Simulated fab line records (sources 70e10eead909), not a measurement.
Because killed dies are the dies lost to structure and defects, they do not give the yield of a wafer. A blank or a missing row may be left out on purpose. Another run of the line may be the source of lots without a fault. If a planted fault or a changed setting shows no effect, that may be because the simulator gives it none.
Code-filled problem report in 8D (eight disciplines) form | flow nandHarc | the parts of the form that need people (team, actions taken, sign-off) are left out

== 1. WHAT WENT WRONG ==
Wafers without a fault read 59, standard deviation 19; killedAtArray at NHARC_END_SORT_01 reads a mean of 150 on 6 wafers belonging to 2 lots. That is +4.8 standard deviations from the usual mean.
First observed at day 30 04:56: wafer L595.3, on prober-02. The record has a number at this step for 12 wafers belonging to 4 lots. The rule behind "out" and "out of limits": a value lying over 4 standard deviations away from the usual mean. Any other wafer with a number is counted as sound.

== 2. WHAT IT IS, AND WHAT IT ISN'T ==
question                    | is                     | is not
which readings at this step | killedAtArray          | killedAtOther, killedAtPeriphery, killedOpen, killedShort
which lots                  | L595, L596             | L599, L600
which wafers of those lots  | all that have a number | -
read on which gauges        | prober-02              | prober-01
when                        | from day 30 04:56      | up to then (0 sound wafers); but 6 sound wafers of L599, L600 came after

== 3. SUSPECTS, AND WHAT RULES EACH OUT ==
Counting: any tool at a process step up to the reading is kept as a suspect provided that every lot that is out went through it and no sound lot did after the first of them.
- the gauge at NHARC_END_SORT_01: kept. All the wafers that are out were read on prober-02, and no step on other tools shows them out.
- rieSi-06 at NHARC_A_DECK1_JOINT_ETCHBACK_00 (etches the open film in HBr, target depth 30 nm, time 17.4 s): kept. It ran every lot that is out, first L595 (day 16 13:55), and no sound lot after that.
- rieMetal-03 at NHARC_THIN_TSV_ETCH_36 (etches the open film in Cl2/BCl3, target depth 65 nm, time 18.571 s): kept. It ran every lot that is out, first L595 (day 29 16:19), and no sound lot after that.
- plasmaAsher-01 at NHARC_THIN_TSV_STRIP_56 (strips in O2): ruled out as a lasting fault. After its first lot that is out, L595 (day 29 16:30), sound lots L599, L600 ran on it.
Still standing after the count: rieSi-06 at NHARC_A_DECK1_JOINT_ETCHBACK_00, rieMetal-03 at NHARC_THIN_TSV_ETCH_36, prober-02 at NHARC_END_SORT_01.

== 4. THE CAUSE (what the simulator had put in) ==
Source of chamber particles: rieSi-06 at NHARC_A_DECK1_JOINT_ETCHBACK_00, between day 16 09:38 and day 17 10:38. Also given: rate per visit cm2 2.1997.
3 suspects survive the count, and this tool is in that group.

== 5. THE CHAIN OF EFFECTS, in route order ==
One row per reading whose mean, taken over the struck wafers that have a number, lies over 3 standard deviations from the usual. Readings are gone through only where the record gives a usual standard deviation; hours: the median, over the lots, of the time from a lot's start at the first step in this table giving one to that lot's start at this step; sigmas: the change measured in usual standard deviations.
hours | step              | reading       | usual | on struck wafers | change | sigmas
0     | NHARC_END_SORT_01 | killedAtArray | 59    | 150              | +90    | +4.8
0     | NHARC_END_SORT_01 | killedDies    | 64    | 152              | +88    | +4.6

== 6. WHAT WOULD HAVE CAUGHT IT SOONER ==
In this record the first reading out of limits at a measuring or inspecting step was taken at day 30 04:56, 331 hours after the fault began at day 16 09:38.
Tool readings at NHARC_A_DECK1_JOINT_ETCHBACK_00 with a usual standard deviation given in the record: none out on any struck wafer, hence no alarm at a limit of 4 standard deviations on them.
The start of NHARC_A_DECK1_JOINT_ETCHBACK_00 on rieSi-06 came by day 30 04:56 for every one of the lots that are out (2). None of them would have been spared by holding the tool at that moment.
